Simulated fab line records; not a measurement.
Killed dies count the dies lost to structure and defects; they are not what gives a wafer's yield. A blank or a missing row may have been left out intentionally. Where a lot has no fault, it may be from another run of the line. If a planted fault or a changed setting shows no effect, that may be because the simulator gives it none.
Split-lot trial    flow n5_finfet    on a route of 1938 steps: 7 lots, 21 wafers read

== ABOUT THE SPLIT ==
At N5_PASSIVATION_PASS_ETCH_47 (etches SiNx in CF4/O2, target depth 770 nm, time 385 s), the setting source_w was moved away from the recipe's 535 W on 8 of the 21 wafers read, by -17.5% to +5.7%. All remaining wafers had this setting at the recipe value.

Reading taken at the split's own step.

== THE READING ==
rf_vpp_V, in V, at N5_PASSIVATION_PASS_ETCH_47 (etches SiNx in CF4/O2, target depth 770 nm, time 385 s). Typical for fault-free wafers on this fab line: 241 V, with standard deviation 5.5 V.

wafer   tool, chamber at the split  source_w as run, W  against the recipe  rf_vpp_V, V  against lot-mates on the recipe
L077.3  rie_diel-03, 0              441.2               -17.5%              266          +15
L077.4  rie_diel-03, 2              535                 recipe              251          -
L077.6  rie_diel-03, 2              441.2               -17.5%              275          +24
L081.4  rie_diel-01, 1              535                 recipe              241          -
L081.5  rie_diel-01, 1              535                 recipe              243          -
L081.6  rie_diel-01, 2              535                 recipe              243          -
L074.1  rie_diel-03, 3              535                 recipe              234          -
L074.3  rie_diel-03, 1              535                 recipe              240          -
L074.5  rie_diel-03, 0              565.3               +5.7%               235          -2
L083.2  rie_diel-01, 2              535                 recipe              245          -
L083.3  rie_diel-01, 1              535                 recipe              242          -
L083.6  rie_diel-01, 1              477.4               -10.8%              259          +16
L087.1  rie_diel-01, 2              480.9               -10.1%              257          +16
L087.3  rie_diel-01, 1              535                 recipe              241          -
L087.4  rie_diel-01, 2              480.9               -10.1%              257          +16
L093.2  rie_diel-01, 0              535                 recipe              245          -
L093.4  rie_diel-01, 3              535                 recipe              247          -
L093.6  rie_diel-01, 2              535                 recipe              243          -
L096.3  rie_diel-01, 3              535                 recipe              247          -
L096.4  rie_diel-01, 1              458.6               -14.3%              263          +16
L096.6  rie_diel-01, 1              458.6               -14.3%              264          +17

THE FIT
A straight line over all 21 wafers: rf_vpp_V changes by -1.48 V for each +1% of source_w; r = -0.95; the points scatter about the line by 3.6 V.
The same after taking each lot's own level away (the mean of its wafers on the recipe; 21 wafers): -1.16 V for each +1%; r = -0.95; scatter 2.6 V.
Per that fit: largest source_w move, reading shift of 20 V.
The lots' own levels span 237.0 to 251.0 V, that is 2.5 times the standard deviation above.
Hence the slope depends on the lot-to-lot level, as the two fits are not the same.
Check: for one of the wafers moved furthest among these (-17.5%), held out of the fit, the line's prediction against its lot-mates is +22.8 V. Against them it came out at +15 V.
Tool readings at the split's step, against how far the setting was moved: rf_vpp_V r = -0.95.

== OTHER SPLITS APPLIED TO THESE WAFERS ==
Before the reading, these wafers also passed through other splits. Each is held against what the fit with the lots' levels taken away leaves over:
other split on the same wafers  wafers away from the commonest value  r with rf_vpp_V (lot level and that fit taken away)
N5_BEOL_M11_ETCH_41 time_s      8                                     -0.01
N5_BEOL_M12_SPUTTER_44 power_w  8                                     +0.36
N5_BEOL_M13_COAT_58 spin_rpm    10                                    +0.14
N5_BEOL_M14_ILD_DEP_00 time_s   11                                    +0.04
N5_BEOL_M14_EXPOSE_07 dose_mj   8                                     +0.15
N5_MIM_BOT_SPUTTER_00 time_s    7                                     +0.18
N5_MIM_TOP_SPUTTER_03 time_s    7                                     -0.21

== THE WHOLE CHAIN: every reading that the file lists as answering this split, in the file's order ==
step                         what it does                                            reading                                                         change (the file's fit)               r (the file's)
N5_PASSIVATION_PASS_ETCH_47  etches SiNx in CF4/O2, target depth 770 nm, time 385 s  rf_vpp_V                                                        -1.22 V for each +1% of the setting   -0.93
N5_PASSIVATION_PASS_ETCH_47  etches SiNx in CF4/O2, target depth 770 nm, time 385 s  etch.depth_nm (the simulator's own value, which no gauge read)  +6.76 nm for each +1% of the setting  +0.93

== THE FILE'S OWN FIT ==
rf_vpp_V changes by -1.22 V for each +1% of source_w, r = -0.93.
